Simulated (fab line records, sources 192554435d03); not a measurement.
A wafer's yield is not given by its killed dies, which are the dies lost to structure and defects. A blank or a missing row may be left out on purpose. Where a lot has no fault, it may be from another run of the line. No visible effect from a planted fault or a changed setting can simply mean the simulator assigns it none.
Matching of chambers -- flow n5 finfet -- N5_BEOL_M6_ALD_77 on ald metal-02 has 4 sister chambers
The step deposits TaN, target thk 2 nm, pulse time 2 s, purge time 3 s. 8 wafers are shown with their chamber, then 8 later ones without.

== WAFERS, EACH WITH ITS CHAMBER ==
wafer,chamber,heater power w (W),susceptor temp C (C)
L077.1,1,371,274.57
L084.1,2,342,274.87
L086.1,3,366,275.04
L086.5,3,374,275.20
L089.2,2,342,274.84
L089.3,0,466,274.73
L089.6,0,473,274.89
L093.1,1,335,274.85

== WAFERS WITH NO CHAMBER GIVEN ==
wafer,heater power w (W),susceptor temp C (C)
L093.4,351,274.92
L093.6,338,274.74
L095.2,344,274.96
L095.5,422,274.95
L095.6,348,275.19
L097.2,343,274.82
L097.3,422,275.17
L097.6,418,274.88

== THE CHAMBER EACH PASSED THROUGH ==
wafer,from the rows above,in truth
L093.4,can't be placed: 2 or 1 or 3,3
L093.6,can't be placed: 2 or 1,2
L095.2,can't be placed: 2 or 1 or 3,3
L095.5,can't be placed: 0 or 3 or 1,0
L095.6,can't be placed: 3 or 2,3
L097.2,can't be placed: 2 or 1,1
L097.3,can't be placed: 3 or 0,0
L097.6,can't be placed: 0 or 3 or 1 or 2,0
Correct placement for 0 of the 8. From these rows, 8 cannot be placed; in 8 the true chamber is one of the candidates. Wrongly placed: 0.
How it was worked out, from the rows above alone: a wafer's distance from a chamber is the root of the sum, over the readings, of the square of ((its reading less the chamber's mean) divided by the reading's scatter). The wafer belongs to the nearest chamber; if the next one is less than 2 further off, it can't be placed. The mean given for a chamber averages the wafers shown for that chamber. The scatter: take each reading less its chamber's mean, square it, sum over the shown wafers, divide by the number of wafers less the number of chambers, and take the root.
